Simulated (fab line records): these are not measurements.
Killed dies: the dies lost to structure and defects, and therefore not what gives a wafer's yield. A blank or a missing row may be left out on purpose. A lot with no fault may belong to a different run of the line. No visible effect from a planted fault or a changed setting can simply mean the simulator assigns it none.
Which tool was responsible? ; flow nand-harc ; Sampling: 24 lots, 72 wafers, 6 of 1159 route steps

WHAT THE GAUGES SHOWED, per wafer
No reading from a measuring or inspecting step in the record can be judged against a usual standard deviation.

WHICH TOOL RAN EACH LOT (tool, then ch and the chambers of the sampled wafers, then the start)
lot;NHARC_A_CONTACT_ETCH_124;NHARC_A_CONTACT_ETCH_126;NHARC_A_CONTACT_ETCH_132;NHARC_A_CONTACT_ETCH_97;NHARC_A_CONTACT_DEP_85;NHARC_A_CONTACT_DESCUM_13
L074;har-cap-etch-01 ch 0,1, day 16 11:01;har-cap-etch-01 ch 0,1, day 16 11:22;har-cap-etch-01 ch 0,1, day 16 12:13;rie-diel-03 ch 1,2,3, day 16 16:54 or earlier;pecvd-01 ch 0,1,2, day 16 16:54;rie-diel-03 ch 0,1,3, day 16 17:43
L075;har-cap-etch-02 ch 0,1, day 16 15:04;har-cap-etch-02 ch 0,1, day 16 15:24;har-cap-etch-02 ch 0,1, day 16 16:15;rie-diel-03 ch 0,1,2, day 16 22:17 or earlier;pecvd-02 ch 0,2, day 16 22:17;rie-diel-10 ch 1,2,3, day 16 23:12
L077;har-cap-etch-03 ch 0,1, day 17 04:02;har-cap-etch-03 ch 0,1, day 17 04:21;har-cap-etch-03 ch 0,1, day 17 05:13;rie-diel-10 ch 0,1,3, day 17 08:20 or earlier;pecvd-01 ch 1,2, day 17 08:20;rie-diel-10 ch 0,1, day 17 09:13
L076;har-cap-etch-01 ch 0,1, day 17 07:38;har-cap-etch-01 ch 0,1, day 17 07:58;har-cap-etch-01 ch 0,1, day 17 08:49;rie-diel-11 ch 1,2,3, day 17 12:06 or earlier;pecvd-01 ch 0,1, day 17 12:06;rie-diel-10 ch 1,2,3, day 17 12:54
L079;har-cap-etch-02 ch 0, day 17 19:50;har-cap-etch-02 ch 0, day 17 20:10;har-cap-etch-02 ch 0, day 17 21:01;rie-diel-10 ch 0,1, day 18 00:16 or earlier;pecvd-01 ch 0,1, day 18 00:16;rie-diel-03 ch 2,3, day 18 01:01
L078;har-cap-etch-01 ch 0,1, day 18 00:29;har-cap-etch-01 ch 0,1, day 18 00:52;har-cap-etch-01 ch 0,1, day 18 01:43;rie-diel-03 ch 0,3, day 18 07:05 or earlier;pecvd-01 ch 1,2, day 18 07:05;rie-diel-03 ch 1,3, day 18 07:52
L080;har-cap-etch-03 ch 0,1, day 18 13:56;har-cap-etch-03 ch 0,1, day 18 14:16;har-cap-etch-03 ch 0,1, day 18 15:07;rie-diel-10 ch 1,2,3, day 18 18:19 or earlier;pecvd-02 ch 1,2, day 18 18:19;rie-diel-03 ch 1,2,3, day 18 19:14
L081;har-cap-etch-01 ch 0,1, day 18 17:04;har-cap-etch-01 ch 0,1, day 18 17:30;har-cap-etch-01 ch 0,1, day 18 18:38;rie-diel-10 ch 1,2,3, day 19 00:19 or earlier;pecvd-03 ch 0,1, day 19 00:19;rie-diel-11 ch 1,3, day 19 01:16
L084;har-cap-etch-03 ch 1, day 19 03:44;har-cap-etch-03 ch 1, day 19 04:11;har-cap-etch-03 ch 1, day 19 05:19;rie-diel-10 ch 1,2, day 19 08:37 or earlier;pecvd-02 ch 0,1,2, day 19 08:37;rie-diel-11 ch 1,3, day 19 09:34
L083;har-cap-etch-02 ch 0,1, day 19 08:13;har-cap-etch-02 ch 0,1, day 19 08:40;har-cap-etch-02 ch 0,1, day 19 09:45;rie-diel-03 ch 2,3, day 19 15:56 or earlier;pecvd-01 ch 0,2, day 19 15:56;rie-diel-10 ch 0,1,3, day 19 16:44
L082;har-cap-etch-02 ch 0,1, day 19 12:33;har-cap-etch-02 ch 0,1, day 19 12:53;har-cap-etch-02 ch 0,1, day 19 13:44;rie-diel-10 ch 0,2, day 19 18:08 or earlier;pecvd-01 ch 1,2, day 19 18:08;rie-diel-10 ch 0,1,2, day 19 19:00
L086;har-cap-etch-02 ch 0,1, day 19 19:40;har-cap-etch-02 ch 0,1, day 19 20:00;har-cap-etch-02 ch 0,1, day 19 20:51;rie-diel-03 ch 0,1,2, day 20 00:22 or earlier;pecvd-02 ch 0,1,2, day 20 00:22;rie-diel-10 ch 0,1,3, day 20 01:10
L085;har-cap-etch-01 ch 0,1, day 19 20:37;har-cap-etch-01 ch 0,1, day 19 21:05;har-cap-etch-01 ch 0,1, day 19 22:13;rie-diel-03 ch 0,1,2, day 20 04:01 or earlier;pecvd-03 ch 0,1,2, day 20 04:01;rie-diel-10 ch 1,2,3, day 20 04:56
L088;har-cap-etch-02 ch 0,1, day 19 23:40;har-cap-etch-02 ch 0,1, day 20 00:01;har-cap-etch-02 ch 0,1, day 20 00:52;rie-diel-10 ch 1,3, day 20 04:26 or earlier;pecvd-02 ch 0,1,2, day 20 04:26;rie-diel-03 ch 0,3, day 20 05:22
L087;har-cap-etch-03 ch 0,1, day 20 07:00;har-cap-etch-03 ch 0,1, day 20 07:19;har-cap-etch-03 ch 0,1, day 20 08:10;rie-diel-10 ch 2,3, day 20 11:23 or earlier;pecvd-01 ch 0,1,2, day 20 11:23;rie-diel-11 ch 1,2,3, day 20 12:13
L089;har-cap-etch-01 ch 1, day 20 08:11;har-cap-etch-01 ch 1, day 20 08:32;har-cap-etch-01 ch 1, day 20 09:23;rie-diel-10 ch 0,2,3, day 20 12:50 or earlier;pecvd-02 ch 0,2, day 20 12:50;rie-diel-10 ch 0,1, day 20 13:46
L092;har-cap-etch-02 ch 0,1, day 20 10:22;har-cap-etch-02 ch 0,1, day 20 10:42;har-cap-etch-02 ch 0,1, day 20 11:33;rie-diel-03 ch 1,2,3, day 20 14:41 or earlier;pecvd-02 ch 0,1,2, day 20 14:41;rie-diel-10 ch 0,2,3, day 20 15:37
L090;har-cap-etch-01 ch 0,1, day 20 12:25;har-cap-etch-01 ch 0,1, day 20 12:45;har-cap-etch-01 ch 0,1, day 20 13:36;rie-diel-10 ch 0,2,3, day 20 17:28 or earlier;pecvd-01 ch 0,1,2, day 20 17:28;rie-diel-10 ch 0,2,3, day 20 18:23
L091;har-cap-etch-02 ch 0,1, day 20 18:14;har-cap-etch-02 ch 0,1, day 20 18:41;har-cap-etch-02 ch 0,1, day 20 19:49;rie-diel-11 ch 1,2,3, day 20 23:19 or earlier;pecvd-01 ch 1,2, day 20 23:19;rie-diel-10 ch 1,2, day 21 00:13
L093;har-cap-etch-02 ch 0,1, day 21 01:44;har-cap-etch-02 ch 0,1, day 21 02:05;har-cap-etch-02 ch 0,1, day 21 02:56;rie-diel-11 ch 1,2,3, day 21 08:53 or earlier;pecvd-01 ch 0,1,2, day 21 08:53;rie-diel-10 ch 1,2,3, day 21 09:47
L094;har-cap-etch-03 ch 0,1, day 21 05:01;har-cap-etch-03 ch 0,1, day 21 05:20;har-cap-etch-03 ch 0,1, day 21 06:11;rie-diel-10 ch 0,2,3, day 21 10:10 or earlier;pecvd-01 ch 0,1,2, day 21 10:10;rie-diel-10 ch 0,1,3, day 21 11:01
L096;har-cap-etch-03 ch 0,1, day 21 20:00;har-cap-etch-03 ch 0,1, day 21 20:26;har-cap-etch-03 ch 0,1, day 21 21:34;rie-diel-10 ch 1,2, day 22 00:58 or earlier;pecvd-02 ch 0,1,2, day 22 00:58;rie-diel-10 ch 0,1, day 22 01:48
L097;har-cap-etch-01 ch 0,1, day 21 22:43;har-cap-etch-01 ch 0,1, day 21 23:04;har-cap-etch-01 ch 0,1, day 21 23:55;rie-diel-11 ch 1,3, day 22 03:03 or earlier;pecvd-03 ch 1,2, day 22 03:03;rie-diel-10 ch 1,2, day 22 03:57
L095;har-cap-etch-02 ch 0,1, day 22 01:31;har-cap-etch-02 ch 0,1, day 22 01:52;har-cap-etch-02 ch 0,1, day 22 02:42;rie-diel-03 ch 0,2, day 22 08:16 or earlier;pecvd-03 ch 1,2, day 22 08:16;rie-diel-03 ch 0,2,3, day 22 09:11
- NHARC_A_CONTACT_ETCH_124: etches the open film in C4F8/O2/Ar, time 140 s, target depth 700 nm.
- NHARC_A_CONTACT_ETCH_126: etches the open film in C4F8/O2/Ar, time 155 s, target depth 956 nm.
- NHARC_A_CONTACT_ETCH_132: etches the open film in C4F8/O2/Ar, time 156 s, target depth 958 nm.
- NHARC_A_CONTACT_ETCH_97: etches the open film in C4F6/O2, target depth 20 nm, time 10 s.
- NHARC_A_CONTACT_DEP_85: deposits SiON, target thk 50 nm.
- NHARC_A_CONTACT_DESCUM_13: chemistry O2, time 3 s.

AS READ BY THE TOOLS THEMSELVES (means over the sampled wafers that have a number; for cases with no such wafer, the mark the record gives instead)
NHARC_A_CONTACT_ETCH_97. Usual: drypump-motor-current-A 5.6 A, standard deviation 0.39; oes-product-au 0.968 a.u., standard deviation 0.029; rf-vpp-V 547 V, standard deviation 4.4; showerhead-plenum-p-Torr 3.92 Torr, standard deviation 0.21; throttle-valve-pct 26.904 %, standard deviation 0.0092.
lot;tool;drypump-motor-current-A (A);oes-product-au (a.u.);rf-vpp-V (V);showerhead-plenum-p-Torr (Torr);throttle-valve-pct (%);flag
L074;rie-diel-03;5.4;0.984;545;3.88;26.896;
L075;rie-diel-03;5.5;0.953;550;4.04;26.898;
L077;rie-diel-10;5.4;0.955;544;3.79;26.905;
L076;rie-diel-11;5.6;0.956;543;3.69;26.905;
L079;rie-diel-10;5.4;0.962;543;3.72;26.904;
L078;rie-diel-03;5.6;0.958;552;4.20;26.908;
L080;rie-diel-10;5.5;0.965;547;3.87;26.897;
L081;rie-diel-10;5.5;0.949;546;3.87;26.907;
L084;rie-diel-10;5.8;0.932;548;3.96;26.892;
L083;rie-diel-03;5.6;1.011;552;4.20;26.904;
L082;rie-diel-10;5.8;1.003;547;3.95;26.912;
L086;rie-diel-03;5.5;0.960;548;4.03;26.909;
L085;rie-diel-03;5.5;0.969;548;4.03;26.904;
L088;rie-diel-10;5.3;1.018;542;3.71;26.892;
L087;rie-diel-10;5.5;0.941;548;3.92;26.905;
L089;rie-diel-10;5.7;0.973;547;3.93;26.901;
L092;rie-diel-03;5.4;1.012;549;4.05;26.908;
L090;rie-diel-10;5.6;0.964;547;3.93;26.913;
L091;rie-diel-11;5.6;0.938;542;3.67;26.905;
L093;rie-diel-11;5.6;0.982;541;3.67;26.896;
L094;rie-diel-10;5.7;0.942;547;3.93;26.897;
L096;rie-diel-10;5.5;0.963;544;3.80;26.909;
L097;rie-diel-11;5.4;0.929;541;3.66;26.909;
L095;rie-diel-03;5.6;1.012;551;4.13;26.913;

NHARC_A_CONTACT_DEP_85. Usual: chamber-pressure-Torr 3.501 Torr, standard deviation 0.0075; heater-power-w 731 W, standard deviation 67.
lot;tool;chamber-pressure-Torr (Torr);heater-power-w (W);flag
L074;pecvd-01;3.503;753;
L075;pecvd-02;3.498;609;
L077;pecvd-01;3.502;814;
L076;pecvd-01;3.501;724;
L079;pecvd-01;3.505;773;
L078;pecvd-01;3.494;832;
L080;pecvd-02;3.503;744;
L081;pecvd-03;3.493;728;
L084;pecvd-02;3.501;682;
L083;pecvd-01;3.504;709;
L082;pecvd-01;3.506;727;
L086;pecvd-02;3.500;676;
L085;pecvd-03;3.500;689;
L088;pecvd-02;3.501;734;
L087;pecvd-01;3.499;746;
L089;pecvd-02;3.504;653;
L092;pecvd-02;3.497;719;
L090;pecvd-01;3.504;746;
L091;pecvd-01;3.496;724;
L093;pecvd-01;3.500;750;
L094;pecvd-01;3.502;737;
L096;pecvd-02;3.502;731;
L097;pecvd-03;3.505;725;
L095;pecvd-03;3.504;699;

NHARC_A_CONTACT_DESCUM_13. Usual: drypump-motor-current-A 5.6 A, standard deviation 0.33; oes-product-au 1.007 a.u., standard deviation 0.018; rf-vpp-V 57.7 V, standard deviation 1; showerhead-plenum-p-Torr 1.90 Torr, standard deviation 0.11; throttle-valve-pct 11.311 %, standard deviation 0.0087.
lot;tool;drypump-motor-current-A (A);oes-product-au (a.u.);rf-vpp-V (V);showerhead-plenum-p-Torr (Torr);throttle-valve-pct (%);flag
L074;rie-diel-03;5.5;1.006;57.9;1.89;11.308;
L075;rie-diel-10;5.5;1.008;57.4;1.89;11.304;
L077;rie-diel-10;5.4;1.019;57.1;1.81;11.314;
L076;rie-diel-10;5.5;1.014;57.5;1.88;11.311;
L079;rie-diel-03;5.5;1.015;58.7;2.07;11.313;
L078;rie-diel-03;5.4;1.022;58.5;2.00;11.305;
L080;rie-diel-03;5.4;1.012;57.7;1.99;11.312;
L081;rie-diel-11;5.4;0.986;57.4;1.78;11.313;
L084;rie-diel-11;5.4;0.989;56.8;1.79;11.312;
L083;rie-diel-10;5.4;1.017;57.6;1.84;11.319;
L082;rie-diel-10;5.7;1.001;57.7;1.89;11.315;
L086;rie-diel-10;5.4;1.024;57.2;1.84;11.317;
L085;rie-diel-10;5.5;1.006;57.9;1.88;11.319;
L088;rie-diel-03;5.6;1.017;59.1;2.05;11.304;
L087;rie-diel-11;5.6;0.991;56.8;1.78;11.310;
L089;rie-diel-10;5.6;1.015;57.5;1.84;11.319;
L092;rie-diel-10;5.7;0.993;57.5;1.92;11.312;
L090;rie-diel-10;5.6;0.997;57.5;1.92;11.315;
L091;rie-diel-10;5.6;1.011;57.5;1.85;11.313;
L093;rie-diel-10;5.5;1.005;59.0;1.88;11.312;
L094;rie-diel-10;5.4;1.015;57.1;1.83;11.312;
L096;rie-diel-10;5.4;1.011;58.0;1.80;11.312;
L097;rie-diel-10;5.5;1.011;57.3;1.84;11.301;
L095;rie-diel-03;5.6;1.013;58.3;2.04;11.309;

THE ANSWER, worked out from the rows above alone
Rule: a lot counts as off when the mean over its wafers that have a number is more than 3 standard deviations away from the usual mean. A lot without any number at a reading at which 4 lots or more have one is off too. The other lots that the step has rows for count as sound. The gauges are gone through in route order, then the tools' own readings, and for those a lot's mean is taken as printed above. At the first step where some lot is off, the reading lying furthest off is the one used; lots without a number count as furthest.
No lot is off on any of the readings shown, so nothing can be concluded from this.

WHAT HAD BEEN PUT IN BY THE SIMULATOR
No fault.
